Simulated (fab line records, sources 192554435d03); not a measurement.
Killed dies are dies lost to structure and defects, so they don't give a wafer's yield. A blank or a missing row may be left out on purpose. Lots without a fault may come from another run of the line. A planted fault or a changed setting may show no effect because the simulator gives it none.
fab line records | flow n5_finfet
record lots=24 wafers=72 last_day=18
route steps=1938 shown BEOL_M0_SAQP@694 BEOL_M0@723
lots that met no fault: from a run of the same line without faults
start_h: hours from the record's first day to the start of the lot's first wafer shown | wait_h: hours since the lot's step before | " the same as in the row above | L1.1+2: a row that stands for several wafers | - no value, or no start given | * or withheld: withheld | < > ~ a bound
route shown NAME@n: a module of which the file shows steps, and the number in the route of the first | usual: mean/standard deviation of fault-free wafers | same: alike in all rows | chamber/n: place in a boat | sites: the reading at each site | _std_site: their standard deviation | _edge_site: outer sites' mean less inner sites' | radius_mm: how far each site lies from the wafer's centre | mask NAME#n: copy n | behind: the tool/chamber that last shaped the wafer | hold: why the lot was held/for how many hours/how that ended | device: the transistor (n, p or np) that didn't switch | end of line: the same wafers' tests at the end of the route | a step without rows: its recipe alone | killed: dies lost to structure and defects at the first sort, not the wafer's yield | map: a wafer's dies, x killed, . not, _ none there
set.NAME: the setting as run; set.NAME@STEP: as run at that earlier step | model.NAME: the simulator's own value behind a step, which no gauge read
steps of the route over a sample of lots; a table a step, a row a wafer
services: from which hour (start_h, from the record's first day; less than 0 if before it) a tool's chamber was out of use, for how many hours, and why
## steps
# step N5_BEOL_M0_SAQP_ETCH_73
# recipe chemistry=CF4 target=SiARC target_depth_a=195 mask_material=CAR-EUV time_s=32.5 ion_energy_ev=80 pressure_mtorr=40 source_w=545 bias_w=36 Ar_flow_sccm=100 cf4_flow_sccm=100 ends=cleared
# usual drypump_motor_current_A=5.8/0.52 etch_rf_on_time_s=32.7/0.81 oes_product_au=0.66/0.06 rf_vpp_V=184.0/1.3 showerhead_plenum_p_Torr=2.14/0.077 throttle_valve_pct=15.74/0.19
# columns lot.wafer tool chamber start_h wait_h drypump_motor_current_A etch_rf_on_time_s oes_product_au rf_hours_counter_h rf_vpp_V showerhead_plenum_p_Torr throttle_valve_pct
L074.1 rie_diel-06 2 116.71 0.0 5.5 31.5 0.64 214 182.8 2.04 15.84
L074.3 " 1 " " 6.4 32.7 0.67 131 185.6 2.23 15.86
L074.4 " 0 " " 5.8 33.4 0.60 219 185.3 2.21 16.13
L075.2 rie_diel-03 2 121.16 0.0 6.1 33.7 0.61 209 185.3 2.21 15.93
L075.5 " 3 " " 5.6 32.8 0.62 - 184.8 2.15 15.77
L075.6 " 0 " " 5.9 32.3 0.71 - 186.0 2.17 15.61
L076.1 rie_diel-05 1 123.49 0.0 5.4 33.0 0.67 116 183.7 2.05 15.47
L076.2 " 0 " " 6.8 33.0 0.72 76 184.8 2.26 15.42
L076.4 " 3 " " 5.1 33.9 0.57 232 181.4 2.03 15.89
L077.1 rie_diel-05 3 130.43 0.0 5.1 33.8 0.57 234 182.6 2.03 15.91
L077.4 " 2 " " 5.0 31.0 0.80 18 183.6 2.10 15.61
L077.5 " 2 " " 5.1 31.2 0.80 - 184.0 2.10 15.60
L078.3 rie_diel-06 3 134.06 0.0 5.9 33.7 0.72 60 182.0 2.09 15.63
L078.4 " 0 " " 5.8 33.1 0.59 223 185.4 2.21 16.16
L078.5 " 2 " " 5.5 31.6 0.63 - 183.8 2.04 15.83
L079.1 rie_diel-03 1 141.79 0.0 6.1 32.8 0.64 162 183.9 2.15 15.67
L079.3 " 0 " " 5.9 32.8 0.69 88 183.9 2.17 15.64
L079.4 " 2 " " 6.1 33.5 0.60 216 184.6 2.21 15.94
L080.2 rie_diel-03 0 150.06 0.0 5.9 33.5 0.68 90 183.7 2.17 15.64
L080.5 " 0 " " 5.9 33.5 0.68 - 184.3 2.17 15.63
L080.6 " 1 " " 6.1 33.7 0.63 - 183.4 2.15 15.67
L081.1 rie_diel-06 0 156.65 0.0 5.8 33.1 0.59 232 185.2 2.20 16.18
L081.3 " 2 " " 5.4 31.4 0.63 226 181.8 2.04 15.84
L081.4 " 1 " " 6.4 32.6 0.67 144 184.7 2.22 15.91
L082.2 rie_diel-06 2 159.91 0.0 5.5 31.4 0.63 228 183.6 2.03 15.85
L082.4 " 3 " " 5.9 33.5 0.72 69 182.3 2.09 15.66
L082.5 " 0 " " 5.8 33.1 0.60 - 184.6 2.20 16.17
L083.1 rie_diel-05 3 168.90 0.0 5.1 33.6 0.57 249 182.6 2.02 15.91
L083.4 " 1 " " 5.4 32.6 0.66 132 183.1 2.05 15.51
L083.5 " 2 " " 5.1 31.2 0.77 - 184.0 2.10 15.63
L084.1 rie_diel-05 2 174.50 0.0 5.0 31.1 0.77 37 182.3 2.10 15.68
L084.5 " 2 " " 5.0 31.4 0.76 - 184.9 2.10 15.67
L084.6 " 0 " " 6.8 32.2 0.72 - 187.2 2.25 15.46
L085.2 rie_diel-06 1 181.65 0.0 6.3 32.7 0.65 153 185.1 2.22 15.92
L085.3 " 2 " " 5.4 31.5 0.62 239 183.0 2.03 15.88
L085.4 " 0 " " 5.8 33.1 0.59 244 184.8 2.20 16.21
L086.1 rie_diel-05 0 186.12 0.0 6.8 32.6 0.71 101 185.7 2.25 15.48
L086.3 " 2 " " 5.1 31.3 0.76 - 183.1 2.10 15.65
L086.5 " 2 " " 5.0 31.5 0.75 - 182.6 2.10 15.66
L087.1 rie_diel-03 1 194.55 0.0 6.1 33.1 0.63 167 183.7 2.14 15.69
L087.5 " 0 " " 5.9 32.9 0.68 - 184.5 2.17 15.66
L087.6 " 1 " " 6.1 33.3 0.63 - 183.5 2.14 15.67
L088.1 rie_diel-06 2 198.65 0.0 5.4 32.0 0.61 246 182.9 2.03 15.89
L088.2 " 3 " " 5.9 33.9 0.70 87 182.8 2.09 15.66
L088.5 " 2 " " 5.4 31.8 0.61 - 181.7 2.03 15.88
L089.1 rie_diel-06 2 199.78 0.0 5.5 31.6 0.61 246 181.6 2.03 15.89
L089.4 " 1 " " 6.3 32.7 0.65 - 186.0 2.22 15.93
L089.5 " 2 " " 5.4 31.7 0.61 - 182.6 2.03 15.88
L090.2 rie_diel-06 1 211.59 0.0 6.3 32.7 0.65 165 184.8 2.21 15.92
L090.3 " 3 " " 5.9 33.8 0.69 92 181.7 2.08 15.68
L090.5 " 3 " " 5.9 33.9 0.69 - 182.1 2.08 15.68
L092.2 rie_diel-05 2 221.92 0.0 5.1 31.4 0.74 56 185.2 2.09 15.67
L092.4 " 1 " " 5.4 32.6 0.64 149 181.7 2.04 15.54
L092.5 " 0 " " 6.8 32.7 0.69 - 184.2 2.25 15.49
L093.3 rie_diel-03 3 229.26 0.0 5.7 32.7 0.61 193 184.3 2.14 15.81
L093.5 " 1 " " 6.1 33.0 0.63 - 183.6 2.14 15.72
L093.6 " 2 " " 6.1 33.8 0.60 - 186.2 2.21 15.98
L094.2 rie_diel-05 2 231.01 0.0 5.0 31.2 0.74 59 183.4 2.09 15.69
L094.3 " 1 " " 5.4 32.3 0.65 152 182.6 2.04 15.57
L094.5 " 1 " " 5.4 32.2 0.65 - 183.1 2.04 15.55
L095.1 rie_diel-05 0 236.22 0.0 6.8 33.0 0.69 117 184.8 2.24 15.48
L095.4 " 3 " " 5.1 32.1 0.79 13 186.0 2.27 15.46
L095.6 " 1 " " 5.4 32.8 0.64 - 181.5 2.04 15.57
L096.2 rie_diel-03 3 246.65 0.0 5.6 32.6 0.61 198 183.5 2.14 15.82
L096.4 " 0 " " 5.9 32.6 0.68 111 183.6 2.16 15.66
L096.5 " 2 " " 6.1 33.7 0.60 - 184.2 2.20 15.97
L097.3 rie_diel-03 0 250.85 0.0 5.9 32.5 0.68 112 183.6 2.16 15.68
L097.5 " 0 " " 5.9 32.9 0.67 - 183.2 2.16 15.69
L097.6 " 3 " " 5.7 32.7 0.61 - 184.8 2.14 15.83
L091.3 rie_diel-05 1 253.53 0.0 5.4 32.4 0.63 159 182.4 2.04 15.56
L091.4 " 2 " " 5.0 31.3 0.73 65 182.0 2.09 15.71
L091.5 " 3 " " 5.1 32.0 0.79 - 185.5 2.27 15.45
# step N5_BEOL_M0_OCD_MEAS_108
# usual trench_depth_nm=32.5/0.63
# columns lot.wafer tool chamber start_h wait_h trench_depth_nm
L074.1 ocd-02 - 120.74 0.1 31.9
L074.3 " - " " 32.0
L074.4 " - " " 32.2
L075.2 ocd-02 - 126.26 0.1 33.1
L075.5 " - " " 33.3
L075.6 " - " " 33.5
L076.1 ocd-02 - 126.94 0.1 32.4
L076.2 " - " " 32.6
L076.4 " - " " 32.4
L077.1 ocd-01 - 133.05 0.1 31.9
L077.4 " - " " 32.3
L077.5 " - " " 33.4
L078.3 ocd-01 - 138.41 0.1 32.6
L078.4 " - " " 32.2
L078.5 " - " " 32.0
L079.1 ocd-01 - 144.80 0.1 33.5
L079.3 " - " " 32.4
L079.4 " - " " 33.4
L080.2 ocd-01 - 153.70 0.1 32.9
L080.5 " - " " 32.3
L080.6 " - " " 33.5
L081.1 ocd-02 - 159.71 0.1 31.9
L081.3 " - " " 33.2
L081.4 " - " " 32.1
L082.2 ocd-01 - 162.05 0.1 32.9
L082.4 " - " " 32.0
L082.5 " - " " 32.8
L083.1 ocd-02 - 171.70 0.1 33.7
L083.4 " - " " 31.8
L083.5 " - " " 33.5
L084.1 ocd-02 - 179.40 0.1 32.7
L084.5 " - " " 33.2
L084.6 " - " " 33.0
L085.2 ocd-01 - 189.55 0.1 32.8
L085.3 " - " " 32.6
L085.4 " - " " 32.3
L086.1 ocd-02 - 189.78 0.1 31.5
L086.3 " - " " 31.6
L086.5 " - " " 32.0
L087.1 ocd-01 - 200.54 0.1 31.5
L087.5 " - " " 31.7
L087.6 " - " " 32.4
L088.1 ocd-01 - 201.29 0.1 31.9
L088.2 " - " " 32.2
L088.5 " - " " 31.9
L089.1 ocd-02 - 202.38 0.1 33.2
L089.4 " - " " 32.5
L089.5 " - " " 33.2
L090.2 ocd-02 - 218.30 0.1 33.0
L090.3 " - " " 31.7
L090.5 " - " " 33.4
L092.2 ocd-01 - 226.20 0.1 32.0
L092.4 " - " " 33.1
L092.5 " - " " 32.2
L093.3 ocd-02 - 232.65 0.1 31.7
L093.5 " - " " 31.9
L093.6 " - " " 33.0
L094.2 ocd-01 - 233.94 0.1 33.4
L094.3 " - " " 33.2
L094.5 " - " " 33.4
L095.1 ocd-02 - 238.65 0.1 32.2
L095.4 " - " " 32.4
L095.6 " - " " 32.1
L096.2 ocd-01 - 250.30 0.1 33.3
L096.4 " - " " 32.1
L096.5 " - " " 33.6
L097.3 ocd-01 - 254.50 0.1 32.7
L097.5 " - " " 32.5
L097.6 " - " " 31.8
L091.3 ocd-02 - 258.27 0.1 32.9
L091.4 " - " " 31.9
L091.5 " - " " 32.3
# step N5_BEOL_M0_ALD_136
# recipe material=TaN target_thk_a=* temp_c=275 ald_precursor_family=PDMAT ald_co_reactant=NH3 pressure_torr=3 carrier_flow_sccm=1500 pulse_time_s=2 purge_time_s=3 co_reactant_purge_time_s=2 co_reactant_pulse_time_s=3 ald_cycles=30 precursor_vessel_temp_c=75 precursor_vessel_pressure_torr=26.25 precursor_vessel_carrier_sccm=1000
# usual heater_power_w=460/46
# columns lot.wafer tool chamber start_h wait_h heater_power_w
L074.1 ald_metal-04 1 121.62 0.1 495
L074.3 " 2 " " 419
L074.4 " 3 " " 443
L075.2 ald_metal-02 0 127.27 0.1 385
L075.5 " 2 " " 503
L075.6 " 0 " " 382
L076.1 ald_metal-01 2 127.70 0.0 440
L076.2 " 0 " " 434
L076.4 " 1 " " 452
L077.1 ald_metal-02 2 134.18 0.0 498
L077.4 " 1 " " 525
L077.5 " 2 " " 492
L078.3 ald_metal-02 2 138.87 0.0 502
L078.4 " 2 " " 494
L078.5 " 1 " " 515
L079.1 ald_metal-01 2 145.39 0.0 440
L079.3 " 0 " " 432
L079.4 " 1 " " 465
L080.2 ald_metal-01 3 154.63 0.1 436
L080.5 " 3 " " 448
L080.6 " 0 " " 433
L081.1 ald_metal-04 0 160.72 0.0 361
L081.3 " 2 " " 413
L081.4 " 3 " " 454
L082.2 ald_metal-02 1 162.43 0.0 530
L082.4 " 0 " " 383
L082.5 " 2 " " 499
L083.1 ald_metal-01 3 172.21 0.0 450
L083.4 " 0 " " 445
L083.5 " 1 " " 446
L084.1 ald_metal-02 0 180.10 0.0 385
L084.5 " 2 " " 487
L084.6 " 3 " " 495
L085.2 ald_metal-02 1 193.22 0.0 516
L085.3 " 0 " " 386
L085.4 " 3 " " 494
L086.1 ald_metal-01 2 193.38 0.1 440
L086.3 " 1 " " 467
L086.5 " 3 " " 445
L087.1 ald_metal-02 1 201.64 0.0 513
L087.5 " 2 " " 485
L087.6 " 1 " " 528
L088.1 ald_metal-01 1 201.80 0.1 457
L088.2 " 3 " " 447
L088.5 " 1 " " 468
L089.1 ald_metal-01 2 203.62 0.3 454
L089.4 " 1 " " 467
L089.5 " 0 " " 429
L090.2 ald_metal-02 3 219.77 0.2 490
L090.3 " 0 " " 386
L090.5 " 0 " " 381
L092.2 ald_metal-01 1 226.84 0.1 470
L092.4 " 0 " " 436
L092.5 " 2 " " 435
L093.3 ald_metal-02 3 233.84 0.2 492
L093.5 " 1 " " 540
L093.6 " 0 " " 383
L094.2 ald_metal-02 3 235.06 0.1 502
L094.3 " 2 " " 499
L094.5 " 2 " " 484
L095.1 ald_metal-02 0 239.91 0.1 379
L095.4 " 1 " " 521
L095.6 " 2 " " 483
L096.2 ald_metal-02 3 251.15 0.3 491
L096.4 " 1 " " 532
L096.5 " 0 " " 378
L097.3 ald_metal-01 0 256.17 0.1 445
L097.5 " 3 " " 451
L097.6 " 2 " " 454
L091.3 ald_metal-02 1 259.25 0.0 521
L091.4 " 2 " " 513
L091.5 " 0 " " 373
# step N5_BEOL_M0_SURFACE_TREAT_137
# recipe gas=Ar time_s=* ion_energy_ev=* ion_current_ma_cm2=0.5 pressure_mtorr=* ar_flow_sccm=30
# usual throttle_valve_pct=*
# columns lot.wafer tool chamber start_h wait_h throttle_valve_pct
L074.1 pvd_sputter-02 - 121.95 0.2 *
L074.3 " - " " *
L074.4 " - " " *
L075.2 pvd_sputter-03 - 127.56 0.2 *
L075.5 " - " " *
L075.6 " - " " *
L076.1 pvd_sputter-03 - 128.05 0.3 *
L076.2 " - " " *
L076.4 " - " " *
L077.1 pvd_sputter-03 - 134.42 0.1 *
L077.4 " - " " *
L077.5 " - " " *
L078.3 pvd_sputter-03 - 139.11 0.1 *
L078.4 " - " " *
L078.5 " - " " *
L079.1 pvd_sputter-01 - 145.63 0.1 *
L079.3 " - " " *
L079.4 " - " " *
L080.2 pvd_sputter-02 - 154.87 0.1 *
L080.5 " - " " *
L080.6 " - " " *
L081.1 pvd_sputter-03 - 160.98 0.2 *
L081.3 " - " " *
L081.4 " - " " *
L082.2 pvd_sputter-01 - 162.74 0.2 *
L082.4 " - " " *
L082.5 " - " " *
L083.1 pvd_sputter-02 - 172.73 0.4 *
L083.4 " - " " *
L083.5 " - " " *
L084.1 pvd_sputter-02 - 180.40 0.2 *
L084.5 " - " " *
L084.6 " - " " *
L085.2 pvd_sputter-03 - 193.48 0.2 *
L085.3 " - " " *
L085.4 " - " " *
L086.1 pvd_sputter-03 - 193.62 0.1 *
L086.3 " - " " *
L086.5 " - " " *
L087.1 pvd_sputter-02 - 201.88 0.1 *
L087.5 " - " " *
L087.6 " - " " *
L088.1 pvd_sputter-02 - 202.02 0.1 *
L088.2 " - " " *
L088.5 " - " " *
L089.1 pvd_sputter-03 - 204.42 0.7 *
L089.4 " - " " *
L089.5 " - " " *
L090.2 pvd_sputter-01 - 220.29 0.4 *
L090.3 " - " " *
L090.5 " - " " *
L092.2 pvd_sputter-03 - 227.19 0.3 *
L092.4 " - " " *
L092.5 " - " " *
L093.3 pvd_sputter-02 - 234.09 0.1 *
L093.5 " - " " *
L093.6 " - " " *
L094.2 pvd_sputter-03 - 235.34 0.2 *
L094.3 " - " " *
L094.5 " - " " *
L095.1 pvd_sputter-01 - 240.23 0.2 *
L095.4 " - " " *
L095.6 " - " " *
L096.2 pvd_sputter-03 - 252.93 1.7 *
L096.4 " - " " *
L096.5 " - " " *
L097.3 pvd_sputter-03 - 257.29 1.0 *
L097.5 " - " " *
L097.6 " - " " *
L091.3 pvd_sputter-01 - 259.67 0.3 *
L091.4 " - " " *
L091.5 " - " " *
# step N5_BEOL_M0_ANNEAL_117
# recipe temp_c=400 time_s=60 ambient=vacuum
# usual heater_power_w=806/90
# columns lot.wafer tool chamber start_h wait_h heater_power_w
L074.1 pvd_sputter-02 - 122.23 0.0 761
L074.3 " - " " 763
L074.4 " - " " 1036
L075.2 pvd_sputter-01 - 127.84 0.0 804
L075.5 " - " " 944
L075.6 " - " " 780
L076.1 pvd_sputter-01 - 128.32 0.0 739
L076.2 " - " " 949
L076.4 " - " " 802
L077.1 pvd_sputter-03 - 134.66 0.0 817
L077.4 " - " " 736
L077.5 " - " " 772
L078.3 pvd_sputter-03 - 141.07 0.0 686
L078.4 " - " " 835
L078.5 " - " " 826
L079.1 pvd_sputter-02 - 145.92 0.0 746
L079.3 " - " " 783
L079.4 " - " " 755
L080.2 pvd_sputter-02 - 155.13 0.0 755
L080.5 " - " " 793
L080.6 " - " " 762
L081.1 pvd_sputter-03 - 161.26 0.0 826
L081.3 " - " " 815
L081.4 " - " " 681
L082.2 pvd_sputter-02 - 163.67 0.0 1029
L082.4 " - " " 794
L082.5 " - " " 749
L083.1 pvd_sputter-01 - 174.42 0.0 791
L083.4 " - " " 737
L083.5 " - " " 788
L084.1 pvd_sputter-02 - 180.88 0.0 744
L084.5 " - " " 766
L084.6 " - " " 1039
L085.2 pvd_sputter-03 - 193.74 0.0 789
L085.3 " - " " 813
L085.4 " - " " 833
L086.1 pvd_sputter-03 - 194.18 0.0 765
L086.3 " - " " 839
L086.5 " - " " 677
L087.1 pvd_sputter-01 - 202.25 0.0 951
L087.5 " - " " 770
L087.6 " - " " 761
L088.1 pvd_sputter-02 - 202.30 0.0 1047
L088.2 " - " " 767
L088.5 " - " " 783
L089.1 pvd_sputter-03 - 204.74 0.0 681
L089.4 " - " " 756
L089.5 " - " " 671
L090.2 pvd_sputter-01 - 220.61 0.0 779
L090.3 " - " " 951
L090.5 " - " " 791
L092.2 pvd_sputter-02 - 227.85 0.0 1034
L092.4 " - " " 787
L092.5 " - " " 1033
L093.3 pvd_sputter-03 - 234.40 0.0 680
L093.5 " - " " 821
L093.6 " - " " 812
L094.2 pvd_sputter-03 - 235.62 0.0 813
L094.3 " - " " 731
L094.5 " - " " 680
L095.1 pvd_sputter-03 - 240.70 0.0 829
L095.4 " - " " 810
L095.6 " - " " 837
L096.2 pvd_sputter-03 - 253.29 0.0 666
L096.4 " - " " 838
L096.5 " - " " 734
L097.3 pvd_sputter-03 - 257.61 0.0 681
L097.5 " - " " 824
L097.6 " - " " 829
L091.3 pvd_sputter-01 - 260.11 0.0 769
L091.4 " - " " 779
L091.5 " - " " 947
# step N5_BEOL_M0_SPUTTER_141
# recipe material=Cu target_thk_a=40 temp_c=-20 chamber_pressure_pa=0.07 power_w=withheld time_s=7.37
# usual chuck_gas_flow_sccm=1.26/0.05 throttle_valve_pct=29.9/1
# columns lot.wafer tool chamber start_h wait_h chuck_gas_flow_sccm throttle_valve_pct
L074.1 pvd_sputter-02 - 122.51 0.0 1.19 29.3
L074.3 " - " " 1.34 29.1
L074.4 " - " " 1.27 29.4
L075.2 pvd_sputter-01 - 128.12 0.0 1.19 31.6
L075.5 " - " " 1.28 30.8
L075.6 " - " " 1.28 31.7
L076.1 pvd_sputter-01 - 128.60 0.0 1.29 29.7
L076.2 " - " " 1.24 30.7
L076.4 " - " " 1.20 29.7
L077.1 pvd_sputter-03 - 134.94 0.0 1.21 31.2
L077.4 " - " " 1.28 30.9
L077.5 " - " " 1.22 30.8
L078.3 pvd_sputter-03 - 141.35 0.0 1.30 28.5
L078.4 " - " " 1.24 29.0
L078.5 " - " " 1.18 31.1
L079.1 pvd_sputter-02 - 146.20 0.0 1.29 28.8
L079.3 " - " " 1.20 30.2
L079.4 " - " " 1.25 29.1
L080.2 pvd_sputter-02 - 155.41 0.0 1.26 29.1
L080.5 " - " " 1.26 30.5
L080.6 " - " " 1.28 29.1
L081.1 pvd_sputter-03 - 161.54 0.0 1.26 31.2
L081.3 " - " " 1.18 29.0
L081.4 " - " " 1.30 28.6
L082.2 pvd_sputter-02 - 163.95 0.0 1.22 29.4
L082.4 " - " " 1.30 30.1
L082.5 " - " " 1.26 29.0
L083.1 pvd_sputter-01 - 174.70 0.0 1.23 30.1
L083.4 " - " " 1.26 29.5
L083.5 " - " " 1.30 31.6
L084.1 pvd_sputter-02 - 181.16 0.0 1.41 28.8
L084.5 " - " " 1.26 29.2
L084.6 " - " " 1.19 29.4
L085.2 pvd_sputter-03 - 194.02 0.0 1.29 30.7
L085.3 " - " " 1.28 29.4
L085.4 " - " " 1.27 31.3
L086.1 pvd_sputter-03 - 194.46 0.0 1.27 30.6
L086.3 " - " " 1.31 31.2
L086.5 " - " " 1.21 28.5
L087.1 pvd_sputter-01 - 202.53 0.0 1.28 30.7
L087.5 " - " " 1.22 29.8
L087.6 " - " " 1.33 31.7
L088.1 pvd_sputter-02 - 202.58 0.0 1.24 29.3
L088.2 " - " " 1.29 29.0
L088.5 " - " " 1.26 30.1
L089.1 pvd_sputter-03 - 205.02 0.0 1.30 28.4
L089.4 " - " " 1.42 30.8
L089.5 " - " " 1.22 28.7
L090.2 pvd_sputter-01 - 220.89 0.0 1.20 31.7
L090.3 " - " " 1.30 30.5
L090.5 " - " " 1.24 31.8
L092.2 pvd_sputter-02 - 228.13 0.0 1.22 29.6
L092.4 " - " " 1.25 30.2
L092.5 " - " " 1.20 29.4
L093.3 pvd_sputter-03 - 234.68 0.0 1.28 28.6
L093.5 " - " " 1.28 31.2
L093.6 " - " " 1.23 29.3
L094.2 pvd_sputter-03 - 235.90 0.0 1.34 31.0
L094.3 " - " " 1.32 30.9
L094.5 " - " " 1.29 28.5
L095.1 pvd_sputter-03 - 240.98 0.0 1.20 29.2
L095.4 " - " " 1.23 31.3
L095.6 " - " " 1.29 31.2
L096.2 pvd_sputter-03 - 253.57 0.0 1.28 28.5
L096.4 " - " " 1.25 31.2
L096.5 " - " " 1.26 30.8
L097.3 pvd_sputter-03 - 257.89 0.0 1.32 28.5
L097.5 " - " " 1.28 31.1
L097.6 " - " " 1.23 28.9
L091.3 pvd_sputter-01 - 260.39 0.0 1.30 30.0
L091.4 " - " " 1.31 31.9
L091.5 " - " " 1.29 30.5
## services
# columns tool chamber start_h hours kind
pvd_sputter-03 - 108.54 2.4 repair
ald_metal-02 3 109.42 29.7 repair
rie_diel-03 1 111.25 11.3 repair
ald_metal-04 - 113.79 0.5 repair
ald_metal-01 - 119.87 6.0 pm
rie_diel-05 1 140.23 4.2 repair
ald_metal-02 - 142.71 1.3 repair
rie_diel-05 0 144.19 3.1 repair
rie_diel-03 1 156.24 7.0 repair
rie_diel-03 2 158.64 5.7 repair
rie_diel-06 1 171.06 6.3 repair
rie_diel-05 3 172.48 - clean
rie_diel-05 3 172.48 - consumable_replace:focus_ring
rie_diel-05 3 172.48 - consumable_replace:showerhead
rie_diel-05 3 172.48 17.5 scheduled_down
rie_diel-05 3 172.48 17.5 vent_cycle
rie_diel-05 1 185.48 11.0 repair
rie_diel-03 3 202.61 2.6 repair
ald_metal-02 - 204.72 0.8 repair
pvd_sputter-02 - 205.02 2.0 repair
rie_diel-06 - 230.51 0.5 repair
rie_diel-06 2 237.70 13.5 repair
ald_metal-01 - 245.91 2.8 pm
pvd_sputter-01 - 246.25 3.0 repair
## key
fault none
